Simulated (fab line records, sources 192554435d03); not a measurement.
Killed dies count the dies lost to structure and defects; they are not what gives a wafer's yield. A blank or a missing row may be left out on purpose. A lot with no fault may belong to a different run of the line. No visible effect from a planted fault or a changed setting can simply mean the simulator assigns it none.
fab line records	flow n5_finfet
[record] lots = 7	wafers = 39
route steps=1938 shown PASSIVATION@1930
start_h: start of the lot's first displayed wafer, in hours after the record's first day	wait_h: hours from the lot's prior step to this one	" same as the row above	L1.1+2: a row that stands for several wafers	- no value, or no start was given	* or withheld: withheld	< > ~ a bound
route shown NAME@n: NAME is a module with steps in the file, n the number in the route of the first one	usual: mean and standard deviation over wafers with no fault	same: alike in all rows	chamber/n: place in a boat	sites: the reading at each site	_std_site: the values' standard deviation	_edge_site: mean of outer sites minus mean of inner sites	radius_mm: for every site, how far away it sits from the centre of the wafer	mask NAME#n: copy n	behind: the last tool/chamber to shape the wafer	hold: cause of the lot's hold/its duration in hours/its outcome	device: transistor that didn't switch, given as n, p or np	end of line: tests of these same wafers at the route's end	where a step has no rows: the recipe by itself	killed: dies lost to structure and defects at the first sort, not the wafer's yield	map: the dies of a wafer, with x for killed, . for not killed, _ for no die there
set.NAME: the setting the step ran with; set.NAME@STEP: the setting that earlier step ran with	model.NAME: the simulator's own value behind a step, which no gauge read
lots with deliberately changed settings; one table per step, one row per wafer
[[steps]]
[step N5_PASSIVATION_ETCH_54]
[recipe] chemistry = CHF3/O2	target = SiO2	target_depth_a = 8800	CHF3_flow_sccm = 50	O2_flow_sccm = 5	Ar_flow_sccm = 200	time_s = 440	mask_material = PR	pressure_mtorr = 30	source_w = 650	bias_w = 170	ion_energy_ev = 200
lot.wafer	tool	chamber	start_h	wait_h	set.target_depth_a	model.PASSIVATION.feature_depth_nm	model.etch.depth_nm
L077.1	rie_diel-06	3	307.64	0.1	6839	683.8	683.9
L077.2	"	0	"	"	8800	879.2	879.2
L077.3	"	2	"	"	8800	868.6	868.7
L077.4	"	1	"	"	8800	888.4	888.5
L077.5	"	0	"	"	6839	679.8	679.7
L077.6	"	1	"	"	6839	682.4	682.4
L079.1	rie_diel-01	0	337.86	0.1	8800	873.8	873.7
L079.2	"	2	"	"	4456	442.8	442.8
L079.3	"	1	"	"	4456	450	450.1
L079.4	"	3	"	"	8800	886.6	886.6
L079.5	"	3	"	"	8800	882.6	882.7
L079.6	"	2	"	"	4456	437.8	437.8
L082.1	rie_diel-01	2	353.16	0.1	6143	610.4	610.4
L082.2	"	0	"	"	6143	612.4	612.4
L082.3	"	1	"	"	8800	888.8	888.8
L082.4	"	3	"	"	6143	622.2	622.2
L082.5	"	3	"	"	8800	885.2	885.3
L082.6	"	2	"	"	8800	873.6	873.5
L090.1	rie_diel-06	0	378.90	0.1	8800	871.6	871.6
L090.2	"	1	"	"	4145	414.2	414.2
L090.3	"	3	"	"	8800	880	880.1
L090.4	"	2	"	"	4145	404.8	404.9
L090.5	"	3	"	"	4145	415.4	415.3
L090.6	"	0	"	"	8800	870.2	870.1
L089.1	rie_diel-06	0	382.92	0.1	8800	870.2	870.2
L089.2	"	3	"	"	11570	1148	1148
L089.3	"	1	"	"	11570	1143	1143
L089.4	"	1	"	"	11570	1141	1141
L089.5	"	0	"	"	8800	867.4	867.4
L089.6	"	3	"	"	8800	878.2	878.2
L091.1	rie_diel-03	3	402.16	0.1	8800	877.4	877.5
L091.2	"	0	"	"	8800	894.4	894.4
L091.3	"	1	"	"	8800	857.4	857.5
L091.4	"	2	"	"	8800	873.4	873.4
L091.5	"	1	"	"	8800	859.2	859.3
L091.6	"	0	"	"	8800	896.2	896.1
L093.3	rie_diel-06	1	403.86	0.1	8800	862.8	862.8
L093.4	"	3	"	"	8800	869	868.9
L093.6	"	1	"	"	8800	866.2	866.2
[step N5_PASSIVATION_STRIP_48]
[recipe] chemistry = O2	power_w = 600	temp_c = 60	pressure_mtorr = 30	rf_frequency_hz = 6e+07	bias_power_w = 0	overash_fraction = 0.5	o2_flow_sccm = 225
[step N5_PASSIVATION_STRIP_52]
[recipe] chemistry = post_etch_residue_remover	time_s = 1200	temp_c = 72.5
[step N5_PASSIVATION_SRD_72]
[recipe] dry = ipa_marangoni	time_s = 30	temp_c = 23	rinse_liquid = diw
[step N5_PASSIVATION_ANNEAL_56]
[recipe] temp_c = 400	time_s = 1800	ambient = FGA	idle_temp_c = 300	ramp_up_c_per_min = 5	ramp_down_c_per_min = 3
[step N5_PASSIVATION_PROBE_49]
[usual] defect_limited_yield = 91.1/1.4	killed_at_M0_to_M3 = 33/10	killed_at_M4_up = 15/5.8	killed_at_contacts = 13/5.9	killed_at_front_end = 39/11	killed_at_other = 4/3.6	killed_dies = 105/16	killed_open = 68/11	killed_short = 34/7.8	sort_bin_4_leakage = 0/0	sort_bin_5_function = 5.2/0.88	sort_bin_6_memory = 3.3/0.61	sort_bin_8_speed = 0/0	sort_n_pass = 1075/16
[same] gross_dies = 1180	killed_at_back_side = 0
lot.wafer	tool	chamber	start_h	wait_h	set.target_depth_a@PASSIVATION_ETCH_54	defect_limited_yield[%]	killed_at_M0_to_M3	killed_at_M4_up	killed_at_contacts	killed_at_front_end	killed_at_other	killed_dies	killed_open	killed_short	sort_bin_4_leakage[%]	sort_bin_5_function[%]	sort_bin_6_memory[%]	sort_bin_8_speed[%]	sort_n_pass
L077.1	prober-01	-	311.08	0.0	6839	0.1	56	17	5	31	1070	1179	78	35	0	96.5	3.1	0	1
L077.2	prober-01	-	311.13	0.1	8800	90.3	50	13	9	41	1	114	76	34	0	4.9	4.0	0.17	1066
L077.3	prober-01	-	311.18	0.1	8800	90.4	37	18	13	42	3	113	82	29	0	5.8	3.6	0	1067
L077.4	prober-01	-	311.23	0.2	8800	89.1	41	17	15	50	6	129	80	45	0	6.9	3.6	0	1051
L077.5	prober-01	-	311.28	0.2	6839	0	37	17	7	38	1081	1180	67	32	0	96.3	3.6	0	0
L077.6	prober-01	-	311.33	0.3	6839	0	29	17	21	42	1071	1180	82	23	0	96.1	3.6	0	0
L079.1	prober-01	-	340.65	0.0	8800	89.1	29	23	28	44	5	129	83	34	0.68	6.8	3.1	0	1051
L079.2	prober-01	-	340.70	0.1	4456	0	10	8	19	51	1092	1180	63	28	0	96.1	3.5	0	0
L079.3	prober-01	-	340.75	0.1	4456	0	11	8	18	63	1080	1180	73	27	0	96.3	3.6	0	0
L079.4	prober-01	-	340.80	0.2	8800	90.7	30	10	15	49	6	110	70	38	0	5.7	3.2	0	1070
L079.5	prober-01	-	340.85	0.2	8800	89.2	30	29	22	40	7	128	75	38	1.02	5.8	3.4	0	1052
L079.6	prober-01	-	340.90	0.3	4456	0	32	19	17	46	1066	1180	87	33	0	95.7	4.0	0	0
L082.1	prober-02	-	356.35	0.0	6143	0	28	5	12	33	1102	1180	55	28	0	97.5	2.3	0	0
L082.2	prober-02	-	356.40	0.1	6143	0	28	125	13	29	985	1180	58	27	0	93.5	6.3	0	0
L082.3	prober-02	-	356.45	0.1	8800	93.8	21	15	8	28	1	73	50	21	0	3.6	2.1	0.17	1107
L082.4	prober-02	-	356.50	0.2	6143	0	43	119	8	46	964	1180	76	37	0	92.8	6.9	0	0
L082.5	prober-02	-	356.55	0.2	8800	83.4	23	113	13	42	5	196	65	26	0	11.5	4.9	0	984
L082.6	prober-02	-	356.60	0.3	8800	92.8	29	6	10	30	10	85	57	24	0	4.4	2.5	0	1095
L090.1	prober-01	-	381.69	0.0	8800	87.3	70	14	7	52	7	150	87	62	0	7.3	4.7	0	1030
L090.2	prober-01	-	381.74	0.1	4145	0	27	18	20	64	1051	1180	84	50	0	95.3	4.2	0	0
L090.3	prober-01	-	381.79	0.1	8800	90.2	33	17	11	45	10	116	82	30	0	5.4	3.6	0	1064
L090.4	prober-01	-	381.84	0.2	4145	0	35	26	6	55	1058	1180	80	45	0	95.7	3.9	0	0
L090.5	prober-01	-	381.89	0.2	4145	0	43	19	2	37	1079	1180	74	29	0	96.2	3.4	0	0
L090.6	prober-01	-	381.94	0.3	8800	90.6	35	17	12	37	10	111	78	30	0	5.8	3.2	0	1069
L089.1	prober-02	-	385.70	0.0	8800	86.9	37	62	16	37	2	154	71	31	0	4.7	3.7	4.24	1026
L089.2	prober-02	-	385.75	0.1	11570	87.9	33	53	26	30	1	143	62	38	0	5.5	3.2	3.14	1037
L089.3	prober-02	-	385.80	0.1	11570	86.8	35	46	22	52	1	156	80	40	0	6.4	4.2	2.71	1024
L089.4	prober-02	-	385.85	0.2	11570	89.7	25	24	15	58	0	122	84	29	0	5.8	4.2	0	1058
L089.5	prober-02	-	385.90	0.2	8800	91.3	45	17	15	26	0	103	67	36	0	5.3	3.3	0	1077
L089.6	prober-02	-	385.95	0.3	8800	92.1	27	12	13	41	0	93	53	34	0	4.5	3.0	0	1087
L091.1	prober-01	-	406.61	0.0	8800	89.7	40	12	23	44	2	121	70	51	0	6.2	3.3	0	1059
L091.2	prober-01	-	406.66	0.1	8800	89.6	37	25	18	38	5	123	68	43	0	5.9	4.2	0	1057
L091.3	prober-01	-	406.71	0.1	8800	90.8	35	19	21	32	2	109	66	36	0	5.0	3.9	0	1071
L091.4	prober-01	-	406.76	0.2	8800	91.6	29	12	11	46	1	99	61	38	0	5.3	2.8	0	1081
L091.5	prober-01	-	406.81	0.2	8800	90.8	36	16	24	31	2	109	70	31	0	5.8	3.1	0	1071
L091.6	prober-01	-	406.86	0.3	8800	89.4	52	12	17	42	2	125	77	47	0	6.3	3.5	0	1055
L093.3	prober-02	-	408.51	0.1	8800	89.3	28	15	17	65	1	126	87	37	0	6.6	3.7	0	1054
L093.4	prober-02	-	408.56	0.2	8800	90.8	42	12	10	43	1	108	69	39	0	5.3	3.4	0	1072
L093.6	prober-02	-	408.66	0.3	8800	89.6	44	8	7	58	6	123	79	44	0	6.2	3.6	0	1057
// killed by level:class
L077.1 PASSIVATION:area_etch=1064 BEOL_M2:geometric_particle:open=15 BEOL_M0_SAQP:geometric_particle:open=14 STI_FIN_REVEAL:geometric_particle:open=9 BEOL_M0_SAQP:geometric_particle:short=9 FIN_SAQP:geometric_particle:open=6 BEOL_M1:geometric_particle:open=5 BEOL_M5:geometric_particle:open=5
L077.2 FIN_SAQP:geometric_particle:open=23 BEOL_M0_SAQP:geometric_particle:short=15 BEOL_M0_SAQP:geometric_particle:open=11 FIN_SAQP:geometric_particle:short=7 BEOL_M2:geometric_particle:open=7 MOL_CONTACT_COAG:geometric_particle:open=6 BEOL_M4:geometric_particle:open=6 BEOL_M1:geometric_particle:open=5
L077.3 FIN_SAQP:geometric_particle:open=14 STI_FIN_REVEAL:geometric_particle:open=11 BEOL_M0_SAQP:geometric_particle:open=10 MOL_CONTACT_COAG:geometric_particle:open=9 BEOL_M0_SAQP:geometric_particle:short=9 FIN_SAQP:geometric_particle:short=8 BEOL_M1:geometric_particle:open=5 DUMMY_GATE:geometric_particle:open=4
L077.4 STI_FIN_REVEAL:geometric_particle:open=20 MOL_CONTACT_COAG:geometric_particle:open=12 BEOL_M0_SAQP:geometric_particle:short=11 FIN_SAQP:geometric_particle:open=10 FIN_SAQP:geometric_particle:short=8 BEOL_M1:geometric_particle:open=8 BEOL_M0_SAQP:geometric_particle:open=5 BEOL_M2:geometric_particle:open=5
L077.5 PASSIVATION:area_etch=1078 STI_FIN_REVEAL:geometric_particle:open=14 BEOL_M0_SAQP:geometric_particle:open=9 BEOL_M1:geometric_particle:open=8 STI_FIN_REVEAL:geometric_particle:short=7 MOL_CONTACT_COAG:geometric_particle:open=6 BEOL_M0_SAQP:geometric_particle:short=6 BEOL_M4:geometric_particle:open=6
L077.6 PASSIVATION:area_etch=1071 STI_FIN_REVEAL:geometric_particle:open=22 MOL_CONTACT_COAG:geometric_particle:open=17 FIN_SAQP:geometric_particle:open=7 BEOL_M1:geometric_particle:open=6 BEOL_M3:geometric_particle:open=6 BEOL_M0_SAQP:geometric_particle:open=5 FIN_SAQP:geometric_particle:short=4
L079.1 MOL_CONTACT_COAG:geometric_particle:open=20 FIN_SAQP:geometric_particle:open=16 STI_FIN_REVEAL:geometric_particle:open=8 M11:area_ald=8 FIN_SAQP:geometric_particle:short=7 BEOL_M5:geometric_particle:open=7 MOL_CONTACT_COAG:geometric_particle:short=7 BEOL_M0_SAQP:geometric_particle:open=6
L079.2 PASSIVATION:area_etch=1088 FIN_SAQP:geometric_particle:open=17 MOL_CONTACT_COAG:geometric_particle:open=16 FIN_SAQP:geometric_particle:short=13 BEOL_M0_SAQP:geometric_particle:open=5 STARTING-WAFER:geometric_particle:open=5 GATE_CUT:geometric_particle:short=3 MOL_CONTACT_COAG:geometric_particle:short=3
L079.3 PASSIVATION:area_etch=1078 STI_FIN_REVEAL:geometric_particle:open=16 MOL_CONTACT_COAG:geometric_particle:open=14 FIN_SAQP:geometric_particle:open=13 FIN_SAQP:geometric_particle:short=7 ILD0:geometric_particle:short=4 ILD0:geometric_particle:open=4 GATE_CUT:geometric_particle:short=4
L079.4 FIN_SAQP:geometric_particle:open=13 FIN_SAQP:geometric_particle:short=9 MOL_CONTACT_COAG:geometric_particle:open=9 BEOL_M2:geometric_particle:open=7 BEOL_M3:geometric_particle:open=7 STI_FIN_REVEAL:geometric_particle:open=5 DUMMY_GATE:geometric_particle:open=5 MOL_CONTACT_COAG:geometric_particle:short=5
L079.5 MOL_CONTACT_COAG:geometric_particle:open=13 M11:area_ald=12 FIN_SAQP:geometric_particle:open=9 BEOL_M1:geometric_particle:open=9 BEOL_M2:geometric_particle:open=7 MOL_CONTACT_COAG:geometric_particle:short=6 FIN_SAQP:geometric_particle:short=5 DUMMY_GATE:geometric_particle:open=5
L079.6 PASSIVATION:area_etch=1060 MOL_CONTACT_COAG:geometric_particle:open=12 GATE_CUT:geometric_particle:short=10 FIN_SAQP:geometric_particle:open=8 BEOL_M5:geometric_particle:open=8 BEOL_M3:geometric_particle:open=7 STI_FIN_REVEAL:geometric_particle:open=6 BEOL_M0_SAQP:geometric_particle:open=6
L082.1 PASSIVATION:area_etch=1097 MOL_CONTACT_COAG:geometric_particle:open=9 BEOL_M2:geometric_particle:open=7 FIN_SAQP:geometric_particle:open=6 FIN_SAQP:geometric_particle:short=6 BEOL_M1:geometric_particle:open=6 DUMMY_GATE:geometric_particle:open=5 BEOL_M0_SAQP:geometric_particle:short=4
L082.2 PASSIVATION:area_etch=979 BEOL_M8:interface_void_opened=116 MOL_CONTACT_COAG:geometric_particle:open=11 FIN_SAQP:geometric_particle:open=7 BEOL_M1:geometric_particle:open=6 BEOL_M2:geometric_particle:open=6 FIN_SAQP:geometric_particle:short=5 BEOL_M0_SAQP:geometric_particle:short=4
L082.3 DUMMY_GATE:geometric_particle:open=8 STI_FIN_REVEAL:geometric_particle:open=6 MOL_CONTACT_COAG:geometric_particle:open=6 BEOL_M1:geometric_particle:open=6 BEOL_M4:geometric_particle:open=5 FIN_SAQP:geometric_particle:open=4 BEOL_M1:geometric_particle:short=4 BEOL_M8:geometric_particle:open=4
L082.4 PASSIVATION:area_etch=960 BEOL_M8:interface_void_opened=106 BEOL_M2:geometric_particle:open=13 FIN_SAQP:geometric_particle:open=11 BEOL_M0_SAQP:geometric_particle:short=11 MOL_CONTACT_COAG:geometric_particle:open=8 BEOL_M0_SAQP:geometric_particle:open=8 DUMMY_GATE:geometric_particle:open=7
L082.5 BEOL_M8:interface_void_opened=103 FIN_SAQP:geometric_particle:open=13 STI_FIN_REVEAL:geometric_particle:open=9 MOL_CONTACT_COAG:geometric_particle:open=9 BEOL_M1:geometric_particle:open=8 FIN_SAQP:geometric_particle:short=4 DUMMY_GATE:geometric_particle:open=4 MOL_CONTACT_COAG:geometric_particle:short=4
L082.6 BEOL_M2:geometric_particle:open=9 MOL_CONTACT_COAG:geometric_particle:open=8 FIN_SAQP:geometric_particle:short=6 FIN_SAQP:geometric_particle:open=6 STI_FIN_REVEAL:geometric_particle:open=6 BEOL_M3:geometric_particle:open=6 BEOL_M1:geometric_particle:open=5 DUMMY_GATE:geometric_particle:open=4
L090.1 FIN_SAQP:geometric_particle:short=14 FIN_SAQP:geometric_particle:open=11 BEOL_M2:geometric_particle:open=11 BEOL_M3:geometric_particle:open=11 BEOL_M0_SAQP:geometric_particle:short=10 BEOL_M1:geometric_particle:open=10 BEOL_M2:geometric_particle:short=9 BEOL_M0:geometric_particle:open=7
L090.2 PASSIVATION:area_etch=1046 FIN_SAQP:geometric_particle:short=17 MOL_CONTACT_COAG:geometric_particle:open=13 BEOL_M3:geometric_particle:open=10 STI_FIN_REVEAL:geometric_particle:open=10 FIN_SAQP:geometric_particle:open=9 DUMMY_GATE:geometric_particle:open=7 GATE_CUT:geometric_particle:short=7
L090.3 FIN_SAQP:geometric_particle:open=15 FIN_SAQP:geometric_particle:short=10 BEOL_M1:geometric_particle:open=9 STI_FIN_REVEAL:geometric_particle:open=8 MOL_CONTACT_COAG:geometric_particle:open=8 BEOL_M4:geometric_particle:open=7 BEOL_M0_SAQP:geometric_particle:open=6 BEOL_M0_SAQP:geometric_particle:short=5
L090.4 PASSIVATION:area_etch=1052 FIN_SAQP:geometric_particle:short=20 BEOL_M3:geometric_particle:open=12 BEOL_M4:geometric_particle:open=10 FIN_SAQP:geometric_particle:open=9 STI_FIN_REVEAL:geometric_particle:open=9 STI_FIN_REVEAL:geometric_particle:short=7 BEOL_M2:geometric_particle:open=6
L090.5 PASSIVATION:area_etch=1075 BEOL_M0_SAQP:geometric_particle:open=12 STI_FIN_REVEAL:geometric_particle:open=9 BEOL_M0:geometric_particle:open=8 FIN_SAQP:geometric_particle:short=7 BEOL_M0_SAQP:geometric_particle:short=6 BEOL_M3:geometric_particle:open=6 BEOL_M4:geometric_particle:open=6
L090.6 MOL_CONTACT_COAG:geometric_particle:open=11 BEOL_M1:geometric_particle:open=10 FIN_SAQP:geometric_particle:open=7 BEOL_M3:geometric_particle:open=7 GATE_CUT:geometric_particle:open=6 BEOL_M0_SAQP:geometric_particle:short=6 BEOL_M8:geometric_particle:open=6 FIN_SAQP:geometric_particle:short=4
L089.1 BEOL_M13:area_ecd=50 MOL_CONTACT_COAG:geometric_particle:open=11 BEOL_M2:geometric_particle:open=10 GATE_CUT:geometric_particle:short=7 BEOL_M1:geometric_particle:open=6 BEOL_M3:geometric_particle:open=6 BEOL_M4:geometric_particle:open=6 FIN_SAQP:geometric_particle:short=5
L089.2 BEOL_M13:area_ecd=37 MOL_CONTACT_COAG:geometric_particle:open=22 BEOL_M0_SAQP:geometric_particle:short=9 GATE_CUT:geometric_particle:short=8 BEOL_M0_SAQP:geometric_particle:open=6 BEOL_M1:geometric_particle:open=6 BEOL_M2:geometric_particle:open=6 STARTING-WAFER:geometric_particle:short=5
L089.3 BEOL_M13:area_ecd=32 MOL_CONTACT_COAG:geometric_particle:open=19 DUMMY_GATE:geometric_particle:open=11 BEOL_M0_SAQP:geometric_particle:short=9 STI_FIN_REVEAL:geometric_particle:open=8 SPACER0:geometric_particle:open=6 GATE_CUT:geometric_particle:short=6 BEOL_M1:geometric_particle:open=5
L089.4 STI_FIN_REVEAL:geometric_particle:open=19 MOL_CONTACT_COAG:geometric_particle:open=13 BEOL_M1:geometric_particle:open=8 GATE_CUT:geometric_particle:short=7 DUMMY_GATE:geometric_particle:open=6 BEOL_M8:interface_void_opened=5 STI_FIN_REVEAL:geometric_particle:short=4 BEOL_M0_SAQP:geometric_particle:open=4
L089.5 BEOL_M0_SAQP:geometric_particle:short=15 MOL_CONTACT_COAG:geometric_particle:open=15 BEOL_M0_SAQP:geometric_particle:open=10 BEOL_M2:geometric_particle:open=9 STI_FIN_REVEAL:geometric_particle:open=8 GATE_CUT:geometric_particle:short=4 BEOL_M8:geometric_particle:open=4 DUMMY_GATE:geometric_particle:open=3
L089.6 MOL_CONTACT_COAG:geometric_particle:open=12 BEOL_M3:geometric_particle:open=8 STI_FIN_REVEAL:geometric_particle:open=7 GATE_CUT:geometric_particle:short=7 STARTING-WAFER:geometric_particle:open=5 FIN_SAQP:geometric_particle:short=4 BEOL_M1:geometric_particle:open=4 BEOL_M2:geometric_particle:open=4
L091.1 MOL_CONTACT_COAG:geometric_particle:open=18 FIN_SAQP:geometric_particle:short=13 BEOL_M3:geometric_particle:open=9 BEOL_M2:geometric_particle:open=9 FIN_SAQP:geometric_particle:open=7 BEOL_M0_SAQP:geometric_particle:short=7 MOL_CONTACT_COAG:geometric_particle:short=5 ILD0:geometric_particle:short=4
L091.2 MOL_CONTACT_COAG:geometric_particle:open=12 BEOL_M0_SAQP:geometric_particle:open=12 FIN_SAQP:geometric_particle:short=11 BEOL_M8:interface_void_opened=11 BEOL_M0_SAQP:geometric_particle:short=10 FIN_SAQP:geometric_particle:open=8 BEOL_M4:geometric_particle:open=8 BEOL_M3:geometric_particle:open=6
L091.3 MOL_CONTACT_COAG:geometric_particle:open=17 BEOL_M0_SAQP:geometric_particle:open=12 BEOL_M0_SAQP:geometric_particle:short=11 BEOL_M4:geometric_particle:open=10 FIN_SAQP:geometric_particle:short=9 FIN_SAQP:geometric_particle:open=6 MOL_CONTACT_COAG:geometric_particle:short=4 BEOL_M2:geometric_particle:open=4
L091.4 FIN_SAQP:geometric_particle:short=18 BEOL_M3:geometric_particle:open=14 FIN_SAQP:geometric_particle:open=9 MOL_CONTACT_COAG:geometric_particle:open=8 BEOL_M4:geometric_particle:open=8 DUMMY_GATE:geometric_particle:open=5 BEOL_M0_SAQP:geometric_particle:open=5 BEOL_M4:geometric_particle:short=4
L091.5 MOL_CONTACT_COAG:geometric_particle:open=20 FIN_SAQP:geometric_particle:open=10 BEOL_M3:geometric_particle:open=10 FIN_SAQP:geometric_particle:short=8 BEOL_M8:interface_void_opened=8 BEOL_M1:geometric_particle:open=6 BEOL_M0_SAQP:geometric_particle:open=5 MOL_CONTACT_COAG:geometric_particle:short=4
L091.6 MOL_CONTACT_COAG:geometric_particle:open=15 BEOL_M0_SAQP:geometric_particle:open=13 BEOL_M3:geometric_particle:open=12 BEOL_M0_SAQP:geometric_particle:short=11 FIN_SAQP:geometric_particle:short=9 DUMMY_GATE:geometric_particle:open=6 BEOL_M1:geometric_particle:open=6 BEOL_M4:geometric_particle:open=6
L093.3 FIN_SAQP:geometric_particle:open=22 MOL_CONTACT_COAG:geometric_particle:open=14 BEOL_M3:geometric_particle:open=9 FIN_SAQP:geometric_particle:short=8 DUMMY_GATE:geometric_particle:open=7 STARTING-WAFER:geometric_particle:short=6 ILD0:geometric_particle:short=6 BEOL_M4:geometric_particle:open=5
L093.4 FIN_SAQP:geometric_particle:open=11 BEOL_M3:geometric_particle:open=11 FIN_SAQP:geometric_particle:short=10 BEOL_M1:geometric_particle:open=10 GATE_CUT:geometric_particle:short=7 BEOL_M0_SAQP:geometric_particle:short=7 MOL_CONTACT_COAG:geometric_particle:open=6 BEOL_M0_SAQP:geometric_particle:open=6
L093.6 FIN_SAQP:geometric_particle:open=17 FIN_SAQP:geometric_particle:short=14 BEOL_M0_SAQP:geometric_particle:short=10 BEOL_M3:geometric_particle:open=9 BEOL_M0_SAQP:geometric_particle:open=8 BEOL_M1:geometric_particle:open=8 DUMMY_GATE:geometric_particle:open=7 STI_FIN_REVEAL:geometric_particle:open=6
[[key]]
[split] step = N5_PASSIVATION_ETCH_54	setting = target_depth_a	stated = 8800	by = wafer
[response] step = N5_PASSIVATION_ETCH_54	reading = model.PASSIVATION.feature_depth_nm	change = +8.79	per = 1%	r = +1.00
[response] step = N5_PASSIVATION_ETCH_54	reading = model.etch.depth_nm	change = +8.79	per = 1%	r = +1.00
[response] step = N5_PASSIVATION_PROBE_49	reading = defect_limited_yield	shape = bent	at_lowest = 0	at_stated = 89.9	at_highest = 88.1
[response] step = N5_PASSIVATION_PROBE_49	reading = killed_at_other	shape = bent	at_lowest = 1063	at_stated = 4	at_highest = 1
[response] step = N5_PASSIVATION_PROBE_49	reading = killed_dies	shape = bent	at_lowest = 1180	at_stated = 119	at_highest = 140
[response] step = N5_PASSIVATION_PROBE_49	reading = sort_bin_5_function	shape = bent	at_lowest = 95.7	at_stated = 5.9	at_highest = 5.9
[response] step = N5_PASSIVATION_PROBE_49	reading = sort_n_pass	shape = bent	at_lowest = 0	at_stated = 1061	at_highest = 1040
